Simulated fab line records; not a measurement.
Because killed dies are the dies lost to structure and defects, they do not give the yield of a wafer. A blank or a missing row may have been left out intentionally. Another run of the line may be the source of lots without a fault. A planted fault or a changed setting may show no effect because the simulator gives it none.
A lot that was struck, set against a sound lot || flow n5 finfet || 14 out of 1938 route steps
Sound: wafers L881.1, L881.2, L881.4. Struck: wafers L888.2, L888.3, L888.6. The cause is given at the end.
For every step that has rows: the tool of each side, followed by ch and its chambers, followed by its first start. Under that, the readings that differ: sound wafers || struck wafers || difference of the means || sigmas: that difference in standard deviations of wafers without a fault.
alike: readings with means less than 2 such deviations apart, plus words and numbers identical on both sides. not compared: withheld readings, readings lacking a value on some wafer, bounds such as >300 that could conceal the same value, and numbers that have no deviation in the record and whose values overlap.
The two part at a step that has a row with sigmas, a row that says differs or no value, or rows on one side only. Numbers that have no deviation but don't overlap get no sigmas and don't part them. A reading missing from all wafers of one side parts the sides only when that side holds two or more wafers.

N5_BEOL_M9_VIA_ETCH_34: etches SiCOH lowk in C4F6/O2, target depth 182.4 nm, time 68.4 s.
  sound on rie diel-03 ch 0,3, day 10 14:11; struck on rie diel-01 ch 0,2,3, day 12 02:09
  alike: drypump motor current A, oes_ar_750_au, oes product au, rf vpp V, showerhead plenum p Torr, throttle valve pct
  not compared: rf hours counter h
then, 1 step without rows for these wafers: N5_BEOL_M9_STRIP_73 (strips in C4F6/O2).
N5_BEOL_M9_STRIP_36: strips in N2/H2.
  sound on rie diel-03 ch 0,3, day 10 14:14; struck on rie diel-01 ch 0,2,3, day 12 02:13
  alike: drypump motor current A, oes product au, rf vpp V, showerhead plenum p Torr, throttle valve pct
  not compared: rf hours counter h
N5_BEOL_M9_TRENCH_ETCH_37: etches SiCOH lowk in C4F6/O2, target depth 151.43 nm, time 49 s.
  sound: rie diel-03 ch 0,3; struck: rie diel-01 ch 0,2,3
  alike: drypump motor current A, oes_ar_750_au, oes product au, rf vpp V, showerhead plenum p Torr, throttle valve pct
  not compared: rf hours counter h
N5_BEOL_M9_ETCH_41: etches SiCN in CH3F/O2, target depth 36.6 nm, time 70.1 s.
  sound: rie diel-03 ch 0,3; struck: rie diel-01 ch 0,2,3
  alike: drypump motor current A, oes product au, rf vpp V, showerhead plenum p Torr, throttle valve pct
  not compared: rf hours counter h
then, 1 step without rows for these wafers: N5_BEOL_M9_STRIP_80 (strips in N2/H2, time 10 s).
N5_BEOL_M9_OCD_MEAS_38:
  sound: ocd-02 at day 10 14:28; struck: ocd-01 at day 12 02:26
  alike: trench depth nm
then, 4 steps without rows for these wafers: N5_BEOL_M9_HM_STRIP_39 (strips TiN in peroxide tin strip, target depth 25 nm, time 158 s); N5_BEOL_M9_SRD_40 (time 30 s); N5_BEOL_M9_PRECLEAN_42 (cleans in residue remover, time 60 s); N5_BEOL_M9_SRD_43 (time 30 s).
N5_BEOL_M9_CD_MEAS_35: target cd 70 nm, target cd y 40 nm.
  sound: cd sem-03 at day 10 14:37; struck: cd sem-01 at day 12 02:35
  alike: cd nm
N5_BEOL_M9_CURE_72: cures SiCOH lowk, time 120 s.
  sound on uv cure-01 ch 0, day 10 14:39; struck on uv cure-01 ch 1, day 12 02:40
  no value came back on the struck wafers for lamp power pct (%), run length s (s), wafer_temp_C_max; on the sound wafers lamp power pct (%) reads 52.23 52.35 52.32
N5_BEOL_M9_DEGAS_44: time 60 s.
  sound: pvd sputter-01 at day 10 15:02; struck: pvd sputter-01 at day 12 03:07
  alike: heater power w

## WHERE THEY PART
At N5_BEOL_M9_CURE_72 and nowhere else, as far as this record goes. Later steps at which nothing parts them and some readings are alike: N5_BEOL_M9_DEGAS_44.

WHY: the cause the simulator had injected
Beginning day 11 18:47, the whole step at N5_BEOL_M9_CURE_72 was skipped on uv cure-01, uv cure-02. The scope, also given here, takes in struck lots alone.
